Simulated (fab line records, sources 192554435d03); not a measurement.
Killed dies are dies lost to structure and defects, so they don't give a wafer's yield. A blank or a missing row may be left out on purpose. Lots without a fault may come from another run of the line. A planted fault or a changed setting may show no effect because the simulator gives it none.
Chamber matching | flow n5_finfet | N5_SDB_ETCH_18 on rie_diel-05: 4 sister chambers
The step etches SOC in N2/H2, target depth 100 nm, overetch 20 nm, time 150 s. 16 wafers are shown with their chamber, then 8 later ones without.

WAFERS WITH THEIR CHAMBER
wafer  | chamber | showerhead_plenum_p_Torr (Torr) | drypump_motor_current_A (A) | rf_vpp_V (V)
L074.3 | 1       | 2.66                            | 6.1                         | 526.6
L074.5 | 0       | 2.63                            | 5.1                         | 526.5
L074.6 | 3       | 2.51                            | 5.5                         | 523.3
L076.1 | 0       | 2.63                            | 5.1                         | 522.7
L076.4 | 1       | 2.65                            | 6.2                         | 528.1
L076.6 | 2       | 2.34                            | 5.5                         | 519.2
L082.2 | 2       | 2.33                            | 5.5                         | 516.3
L082.3 | 0       | 2.62                            | 5.2                         | 524.2
L082.6 | 1       | 2.65                            | 6.1                         | 526.3
L086.2 | 2       | 2.33                            | 5.5                         | 518.0
L086.4 | 2       | 2.33                            | 5.4                         | 518.1
L086.6 | 3       | 2.50                            | 5.6                         | 523.5
L087.1 | 1       | 2.64                            | 6.2                         | 528.2
L087.2 | 3       | 2.50                            | 5.5                         | 522.0
L087.3 | 2       | 2.33                            | 5.4                         | 518.4
L092.2 | 1       | 2.64                            | 6.1                         | 526.5

SIGNATURES (means of the wafers above)
reading                  | chamber 0 | chamber 1 | chamber 2 | chamber 3 | scatter within a chamber
showerhead_plenum_p_Torr | 2.6267    | 2.6480    | 2.3320    | 2.5033    | 0.00641
drypump_motor_current_A  | 5.133     | 6.140     | 5.460     | 5.533     | 0.0558
rf_vpp_V                 | 524.467   | 527.140   | 518.000   | 522.933   | 1.18
Rule: a wafer's distance from a chamber is the root of the sum, over the readings, of the square of ((its reading less the chamber's mean) divided by the reading's scatter). The wafer belongs to the nearest chamber; if the next one is less than 2 further off, it can't be placed. The scatter: the root of (the sum of the squares of (reading less its chamber's mean) over the shown wafers, divided by (wafers less chambers)).

WAFERS WITHOUT THEIR CHAMBER
wafer  | showerhead_plenum_p_Torr (Torr) | drypump_motor_current_A (A) | rf_vpp_V (V)
L092.4 | 2.32                            | 5.5                         | 517.2
L092.6 | 2.50                            | 5.6                         | 523.0
L095.3 | 2.64                            | 6.1                         | 525.3
L095.5 | 2.32                            | 5.5                         | 518.8
L095.6 | 2.64                            | 6.2                         | 527.2
L097.2 | 2.62                            | 5.1                         | 525.2
L097.4 | 2.32                            | 5.5                         | 517.7
L097.5 | 2.63                            | 6.2                         | 527.3

WHICH CHAMBER EACH WENT THROUGH
wafer  | from the rows above | in truth
L092.4 | 2                   | 2
L092.6 | 3                   | 3
L095.3 | 1                   | 1
L095.5 | 2                   | 2
L095.6 | 1                   | 1
L097.2 | 0                   | 0
L097.4 | 2                   | 2
L097.5 | 1                   | 1
Placed correctly: 8 of 8. Can't be placed from these rows: 0. Placed wrongly: 0.
